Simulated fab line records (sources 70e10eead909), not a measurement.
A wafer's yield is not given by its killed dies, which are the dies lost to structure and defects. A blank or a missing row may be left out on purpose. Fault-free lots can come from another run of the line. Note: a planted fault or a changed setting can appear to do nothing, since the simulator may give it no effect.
Which tool was responsible? -- flow nand-harc -- 36 wafers from 12 lots sampled at 6 of the route's 1302 steps

## WHAT EACH GAUGE READ, for each wafer
NHARC_A_BONDPAD_THK_MEAS_30: measures by ellipsometry. Usual: 200.6 nm for thk-nm, sd 1.5.
lot,measured,on,thk-nm (nm),flag
L300,day 23 11:37,film-metro-02,200.8 200.8 199.9,
L302,day 24 02:53,film-metro-02,200.7 199.4 200.3,
L303,day 24 19:22,film-metro-02,198.5 199.7 201.0,
L305,day 25 14:17,film-metro-01,199.9 201.9 199.4,
L307,day 26 12:37,film-metro-01,200.7 199.0 200.2,
L309,day 26 16:32,film-metro-02,201.8 202.4 199.2,
L308,day 26 23:45,film-metro-01,198.5 199.6 197.5,
L310,day 27 15:29,film-metro-01,199.8 201.0 200.8,
L315,day 29 01:30,film-metro-02,200.2 201.7 202.0,
L314,day 29 11:47,film-metro-01,250.7 249.1 251.1,OFF
L318,day 30 06:14,film-metro-01,242.6 243.3 247.1,OFF
L323,day 32 11:32,film-metro-02,198.5 198.0 200.0,

NHARC_END_SORT_01. Usual: for defect-limited-yield, 90.9 % with a standard deviation of 2.6; for killed-at-array, 57 with a standard deviation of 18; for killed-at-other, 0.9 with a standard deviation of 1.3; for killed-at-periphery, 3.5 with a standard deviation of 2.2; for killed-dies, 62 with a standard deviation of 18; for killed-open, 3.0 with a standard deviation of 1.7; for killed-short, 2.3 with a standard deviation of 1.5.
lot,measured,on,defect-limited-yield (%),killed-at-array,killed-at-other,killed-at-periphery,killed-dies,killed-open,killed-short,flag
L314,day 30 19:10,prober-02,0 0 0,674 673 673,0 1 2,3 3 2,677 677 677,1 0 5,1 2 2,OFF
L318,day 31 13:04,prober-01,0 0 0,672 672 666,0 0 0,5 5 11,677 677 677,1 4 2,1 0 1,OFF

## WHICH TOOL RAN EACH LOT (tool, then ch and the chambers of the sampled wafers, then the start)
lot,NHARC_A_M1_ETCH_15,NHARC_A_M1_CMP_23,NHARC_A_M1_DEP_33,NHARC_A_BONDPAD_CMP_29
L300,"rie-diel-13 ch 0,1,3, day 23 09:50 or earlier","cmp-03 ch 0,2,3, day 23 09:50","pecvd-04 ch 0,1,2, day 23 10:27","cmp-01 ch 2,3, day 23 11:22"
L302,"rie-diel-13 ch 0,1,3, day 24 01:06 or earlier","cmp-01 ch 1,2,3, day 24 01:06","pecvd-02 ch 1,2, day 24 01:43","cmp-01 ch 0,2,3, day 24 02:40"
L303,"rie-diel-03 ch 0,1, day 24 17:31 or earlier","cmp-01 ch 1,3, day 24 17:31","pecvd-04 ch 0,1, day 24 18:08","cmp-01 ch 2,3, day 24 19:06"
L305,"rie-diel-13 ch 1,2,3, day 25 12:21 or earlier","cmp-01 ch 0,2,3, day 25 12:21","pecvd-04 ch 0,1, day 25 12:56","cmp-02 ch 0,2, day 25 14:04"
L307,"rie-diel-13 ch 0,1, day 26 10:50 or earlier","cmp-01 ch 0,1,2, day 26 10:50","pecvd-02 ch 0,2, day 26 11:24","cmp-01 ch 1,3, day 26 12:23"
L309,"rie-diel-08 ch 0,3, day 26 14:42 or earlier","cmp-01 ch 0,1, day 26 14:42","pecvd-02 ch 0,1, day 26 15:19","cmp-03 ch 0,1,3, day 26 16:19"
L308,"rie-diel-13 ch 2,3, day 26 22:01 or earlier","cmp-01 ch 0,2,3, day 26 22:01","pecvd-02 ch 0,1, day 26 22:38","cmp-02 ch 0,2,3, day 26 23:34"
L310,"rie-diel-13 ch 2,3, day 27 13:38 or earlier","cmp-01 ch 2,3, day 27 13:38","pecvd-03 ch 0,1,2, day 27 14:21","cmp-02 ch 0,3, day 27 15:16"
L315,"rie-diel-13 ch 1,3, day 28 23:40 or earlier","cmp-01 ch 1,2,3, day 28 23:40","pecvd-03 ch 0,1,2, day 29 00:17","cmp-01 ch 0,2,3, day 29 01:15"
L314,"rie-diel-13 ch 0,2,3, day 29 10:00 or earlier","cmp-04 ch 0,1,2, day 29 10:00","pecvd-03 ch 0,1,2, day 29 10:35","cmp-02 ch 1,2,3, day 29 11:32"
L318,"rie-diel-08 ch 0,1,2, day 30 04:25 or earlier","cmp-03 ch 0,3, day 30 04:25","pecvd-03 ch 0,2, day 30 05:01","cmp-02 ch 1,2, day 30 05:59"
L323,"rie-diel-08 ch 0,2,3, day 32 09:33 or earlier","cmp-04 ch 0,1,3, day 32 09:33","pecvd-03 ch 0,1,2, day 32 10:09","cmp-03 ch 1,2,3, day 32 11:17"
- NHARC_A_M1_ETCH_15: etches the open film in C4F8/Ar, target depth 182.5 nm, time 91.2 s.
- NHARC_A_M1_CMP_23: polishes, t overpolish 20 s, target thk 154.34 nm.
- NHARC_A_M1_DEP_33: deposits SiCN, target thk 30 nm.
- NHARC_A_BONDPAD_CMP_29: polishes SiCN, target thk 200 nm.

## WHAT THE TOOLS THEMSELVES READ (means of the sampled wafers that have a number; where no wafer has one, the mark that the record gives instead)
NHARC_A_M1_ETCH_15. Usual: oes-product-au 0.965 a.u., standard deviation 0.02; rf-vpp-V 440.8 V, standard deviation 2.9.
lot,tool,oes-product-au (a.u.),rf-vpp-V (V),flag
L300,rie-diel-13,0.977,440.1,
L302,rie-diel-13,0.973,440.9,
L303,rie-diel-03,0.922,442.6,
L305,rie-diel-13,0.933,438.4,
L307,rie-diel-13,0.971,440.1,
L309,rie-diel-08,0.974,443.2,
L308,rie-diel-13,0.970,438.5,
L310,rie-diel-13,0.974,438.5,
L315,rie-diel-13,0.975,438.6,
L314,rie-diel-13,0.954,439.8,
L318,rie-diel-08,0.971,439.5,
L323,rie-diel-08,0.979,441.0,

NHARC_A_M1_CMP_23. Usual: edge-zone-pressure-frac 1.000, standard deviation 0.0053; motor-current-A 12.0 A, standard deviation 1.1; time-to-endpoint-s 29.0 s, standard deviation 2.9.
lot,tool,edge-zone-pressure-frac,motor-current-A (A),time-to-endpoint-s (s),flag
L300,cmp-03,1.001,11.7,25.5,
L302,cmp-01,0.995,11.5,30.0,
L303,cmp-01,1.004,11.3,31.7,
L305,cmp-01,0.997,12.7,29.2,
L307,cmp-01,1.000,12.3,32.6,
L309,cmp-01,1.000,13.3,29.9,
L308,cmp-01,1.003,12.4,30.5,
L310,cmp-01,1.004,12.0,28.5,
L315,cmp-01,0.999,11.6,32.4,
L314,cmp-04,0.999,11.2,28.8,
L318,cmp-03,1.003,11.8,28.6,
L323,cmp-04,0.999,10.8,30.2,

NHARC_A_M1_DEP_33. Usual: 586 W for heater-power-w, sd 60.
lot,tool,heater-power-w (W),flag
L300,pecvd-04,557,
L302,pecvd-02,546,
L303,pecvd-04,622,
L305,pecvd-04,600,
L307,pecvd-02,540,
L309,pecvd-02,566,
L308,pecvd-02,557,
L310,pecvd-03,633,
L315,pecvd-03,598,
L314,pecvd-03,656,
L318,pecvd-03,583,
L323,pecvd-03,653,

NHARC_A_BONDPAD_CMP_29. Usual: edge-zone-pressure-frac 1.000, standard deviation 0.0046; motor-current-A 12.3 A, standard deviation 0.94.
lot,tool,edge-zone-pressure-frac,motor-current-A (A),flag
L300,cmp-01,1.001,12.3,
L302,cmp-01,1.006,13.0,
L303,cmp-01,1.000,11.8,
L305,cmp-02,1.003,12.5,
L307,cmp-01,1.002,11.7,
L309,cmp-03,1.000,11.6,
L308,cmp-02,0.998,12.6,
L310,cmp-02,0.997,12.8,
L315,cmp-01,0.996,12.3,
L314,cmp-02,-,-,OFF
L318,cmp-02,-,-,OFF
L323,cmp-03,1.003,12.0,

## THE ANSWER, worked out from the rows above alone
Rule: a lot is off if the mean of its wafers that have a number lies more than 3 standard deviations from the usual mean. Also off: a lot with no number at a reading for which 4 or more lots have one. The other lots that the step has rows for count as sound. The gauges are gone through in route order, then the tools' own readings, and for those a lot's mean is taken as printed above. The first step at which some lot is off is used, and at that step the reading that is off furthest; a lot without a number counts as furthest.
Off: L314, L318, at NHARC_A_BONDPAD_THK_MEAS_30 (thk-nm).
If a tool, at a process step before that reading, ran all the lots that are off and no sound lot after the first of them, it fits. The gauges at NHARC_A_BONDPAD_THK_MEAS_30 aren't tried: what is off there is off at NHARC_END_SORT_01 too, on other tools, and a gauge's error can't cause that. NHARC_A_M1_ETCH_15 gives no start for some lots, so the hours and the order of its lots are those of NHARC_A_M1_CMP_23. One fits: cmp-02 at NHARC_A_BONDPAD_CMP_29. A fault onset in the window from L310 (day 27 15:16, its last sound lot) to L314 (day 29 11:32, its first lot off) fits.
Blank at NHARC_A_BONDPAD_CMP_29 on the lots that are off, where sound lots have numbers: edge-zone-pressure-frac, motor-current-A.

## WHAT HAD BEEN PUT IN BY THE SIMULATOR
Entire step skipped (cmp-02, NHARC_A_BONDPAD_CMP_29), from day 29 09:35 onward. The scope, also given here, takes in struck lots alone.
Shown lots that were struck: L314, L318. This agrees with what the rule above found.
